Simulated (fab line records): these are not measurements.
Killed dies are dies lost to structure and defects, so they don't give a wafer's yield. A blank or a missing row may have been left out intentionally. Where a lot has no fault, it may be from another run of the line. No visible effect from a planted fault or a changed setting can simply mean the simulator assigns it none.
Matching of chambers -- flow n5-finfet -- N5_FIN_SAQP_MANDREL2_REMOVE_60 on rie-si-04 has 4 sister chambers
The step chemistry HBr/Cl2/O2, target a-Si, stops on SiNx, bt time 10 s. 8 wafers are shown with their chamber, then 10 later ones without.

## WAFERS WITH THEIR CHAMBER
wafer,chamber,drypump-motor-current-A (A),throttle-valve-pct (%)
L087.3,3,5.5,37.0
L087.4,1,4.8,36.4
L088.6,1,4.9,36.4
L090.1,2,6.5,37.0
L090.3,0,6.0,36.6
L090.5,3,5.5,37.0
L094.1,2,6.5,37.0
L094.4,0,6.0,36.5

## WAFERS MISSING THEIR CHAMBER
wafer,drypump-motor-current-A (A),throttle-valve-pct (%)
L094.6,5.5,37.1
L095.1,6.0,36.6
L095.3,4.9,36.4
L095.4,6.5,37.0
L096.2,5.5,37.0
L096.4,4.9,36.4
L096.6,4.8,36.4
L097.1,6.5,37.0
L097.5,6.5,37.0
L097.6,5.5,37.0

## WHICH CHAMBER EACH ONE RAN IN
wafer,from the rows above,in truth
L094.6,3,3
L095.1,0,0
L095.3,1,1
L095.4,2,2
L096.2,3,3
L096.4,1,1
L096.6,1,1
L097.1,2,2
L097.5,2,2
L097.6,3,3
10 of 10 placed correctly. Left unplaced by these rows: 0. Placed wrongly: 0.
How it was worked out, from the rows above alone: a wafer's distance from a chamber is the root of the sum, over the readings, of the square of ((its reading less the chamber's mean) divided by the reading's scatter). If the next closest chamber is less than 2 further off than the closest, the wafer can't be placed; otherwise it belongs to the closest. Each chamber's mean is taken over the wafers shown for it. How the scatter is found: for the shown wafers, subtract from each reading the mean of its chamber, square and add these, divide the total by (wafers less chambers), then take the root.
